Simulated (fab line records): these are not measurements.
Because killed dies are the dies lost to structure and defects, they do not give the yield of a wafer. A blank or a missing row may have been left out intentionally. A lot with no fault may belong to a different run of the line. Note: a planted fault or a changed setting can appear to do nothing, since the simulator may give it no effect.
Split-lot experiment :: flow n5 finfet :: 21 wafers read from 7 lots, route of 1938 steps

== SPLIT DETAILS ==
At N5_BEOL_M4_ETCH_64 (etches SOC in N2/H2, target depth 75 nm, overetch 22.5 nm, time 121.9 s), the setting bias w was moved away from the recipe's 150 W on 9 of the 21 wafers read, by -14.9% to +12.3%. For the rest of the wafers, this setting stayed at what the recipe calls for.

The reading is taken at the split's own step.

== THE READING ==
rf vpp V, in V, at N5_BEOL_M4_ETCH_64 (etches SOC in N2/H2, target depth 75 nm, overetch 22.5 nm, time 121.9 s). A value of 522.8 V with a standard deviation of 1.3 V is what fault-free wafers of this fab line usually give.

wafer: L074.1
tool, chamber at the split: rie diel-02, 1
bias w as run, W: 150
against the recipe: recipe
rf vpp V, V: 523.1
against lot-mates on the recipe: -

wafer: L074.3
tool, chamber at the split: rie diel-02, 2
bias w as run, W: 150
against the recipe: recipe
rf vpp V, V: 524.0
against lot-mates on the recipe: -

wafer: L074.5
tool, chamber at the split: rie diel-02, 2
bias w as run, W: 150
against the recipe: recipe
rf vpp V, V: 523.5
against lot-mates on the recipe: -

wafer: L075.1
tool, chamber at the split: rie diel-01, 1
bias w as run, W: 168.4
against the recipe: +12.3%
rf vpp V, V: 562.5
against lot-mates on the recipe: +38.8

wafer: L075.3
tool, chamber at the split: rie diel-01, 3
bias w as run, W: 150
against the recipe: recipe
rf vpp V, V: 525.2
against lot-mates on the recipe: -

wafer: L075.6
tool, chamber at the split: rie diel-01, 0
bias w as run, W: 150
against the recipe: recipe
rf vpp V, V: 522.3
against lot-mates on the recipe: -

wafer: L076.3
tool, chamber at the split: rie diel-02, 1
bias w as run, W: 128.6
against the recipe: -14.3%
rf vpp V, V: 474.6
against lot-mates on the recipe: -46.9

wafer: L076.5
tool, chamber at the split: rie diel-02, 1
bias w as run, W: 150
against the recipe: recipe
rf vpp V, V: 522.4
against lot-mates on the recipe: -

wafer: L076.6
tool, chamber at the split: rie diel-02, 0
bias w as run, W: 150
against the recipe: recipe
rf vpp V, V: 520.7
against lot-mates on the recipe: -

wafer: L079.1
tool, chamber at the split: rie diel-02, 3
bias w as run, W: 127.7
against the recipe: -14.9%
rf vpp V, V: 473.7
against lot-mates on the recipe: -52.4

wafer: L079.5
tool, chamber at the split: rie diel-02, 1
bias w as run, W: 150
against the recipe: recipe
rf vpp V, V: 526.1
against lot-mates on the recipe: -

wafer: L079.6
tool, chamber at the split: rie diel-02, 0
bias w as run, W: 127.7
against the recipe: -14.9%
rf vpp V, V: 471.2
against lot-mates on the recipe: -54.9

wafer: L091.1
tool, chamber at the split: rie diel-02, 2
bias w as run, W: 141.9
against the recipe: -5.4%
rf vpp V, V: 505.4
against lot-mates on the recipe: -16.9

wafer: L091.3
tool, chamber at the split: rie diel-02, 1
bias w as run, W: 141.9
against the recipe: -5.4%
rf vpp V, V: 506.7
against lot-mates on the recipe: -15.6

wafer: L091.5
tool, chamber at the split: rie diel-02, 3
bias w as run, W: 150
against the recipe: recipe
rf vpp V, V: 522.3
against lot-mates on the recipe: -

wafer: L089.2
tool, chamber at the split: rie diel-05, 2
bias w as run, W: 150
against the recipe: recipe
rf vpp V, V: 519.9
against lot-mates on the recipe: -

wafer: L089.4
tool, chamber at the split: rie diel-05, 2
bias w as run, W: 150
against the recipe: recipe
rf vpp V, V: 520.3
against lot-mates on the recipe: -

wafer: L089.5
tool, chamber at the split: rie diel-05, 0
bias w as run, W: 150
against the recipe: recipe
rf vpp V, V: 522.6
against lot-mates on the recipe: -

wafer: L096.2
tool, chamber at the split: rie diel-01, 2
bias w as run, W: 163
against the recipe: +8.7%
rf vpp V, V: 551.0
against lot-mates on the recipe: no lot-mate on the recipe

wafer: L096.3
tool, chamber at the split: rie diel-01, 3
bias w as run, W: 163
against the recipe: +8.7%
rf vpp V, V: 550.4
against lot-mates on the recipe: no lot-mate on the recipe

wafer: L096.5
tool, chamber at the split: rie diel-01, 1
bias w as run, W: 163
against the recipe: +8.7%
rf vpp V, V: 551.5
against lot-mates on the recipe: no lot-mate on the recipe

THE FIT
A straight line over all 21 wafers: rf vpp V changes by +3.32 V for each +1% of bias w; r = +1.00; the points scatter about the line by 1.6 V.
The same after taking each lot's own level away (the mean of its wafers on the recipe; 18 wafers): +3.4 V for each +1%; r = +1.00; scatter 1.8 V.
On that fit, the largest move of bias w shifts the reading by 51 V.
Measured against the standard deviation above, the lots' own levels, which go from 520.93 to 526.10 V, span 4.0 times it.
The two slopes are in agreement: the lot-to-lot level therefore moves the slope only a little.
Check: -50.2 V against its lot-mates is what the line predicts for one of the wafers moved furthest among these (-14.9%) when that wafer is left out of the fit. It came out at -52.4 V against them.
Tool readings at the split's step, against how far the setting was moved: rf vpp V r = +1.00.

== THE OTHER SPLITS THESE WAFERS WENT THROUGH ==
Before the reading, these wafers also passed through other splits. Each is held against what the fit with the lots' levels taken away leaves over:
other split on the same wafers: N5_BEOL_M2_EXPOSE_08 dose mj
wafers away from the commonest value: 11
r with rf vpp V (lot level and that fit taken away): +0.12

other split on the same wafers: N5_BEOL_M2_DESCUM_16 time s
wafers away from the commonest value: 6
r with rf vpp V (lot level and that fit taken away): +0.07

other split on the same wafers: N5_BEOL_M2_TRENCH_ETCH_37 bias w
wafers away from the commonest value: 7
r with rf vpp V (lot level and that fit taken away): +0.12

other split on the same wafers: N5_BEOL_M3_ETCH_41 target depth a
wafers away from the commonest value: 6
r with rf vpp V (lot level and that fit taken away): +0.17

other split on the same wafers: N5_BEOL_M4_DESCUM_16 time s
wafers away from the commonest value: 5
r with rf vpp V (lot level and that fit taken away): -0.16

== THE WHOLE CHAIN: every reading that the file lists as answering this split, in the file's order ==
step: N5_BEOL_M4_ETCH_64
what it does: etches SOC in N2/H2, target depth 75 nm, overetch 22.5 nm, time 121.9 s
reading: rf vpp V
change (the file's fit): +3.36 V for each +1% of the setting
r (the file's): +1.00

step: N5_BEOL_M4_ETCH_64
what it does: etches SOC in N2/H2, target depth 75 nm, overetch 22.5 nm, time 121.9 s
reading: SiARC_of_BEOL_M4_COAT_62.thk nm (the simulator's own value, which no gauge read)
change (the file's fit): -0.0835 nm for each +1% of the setting
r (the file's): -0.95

== THE FILE'S OWN FIT ==
rf vpp V changes by +3.36 V for each +1% of bias w, r = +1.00.
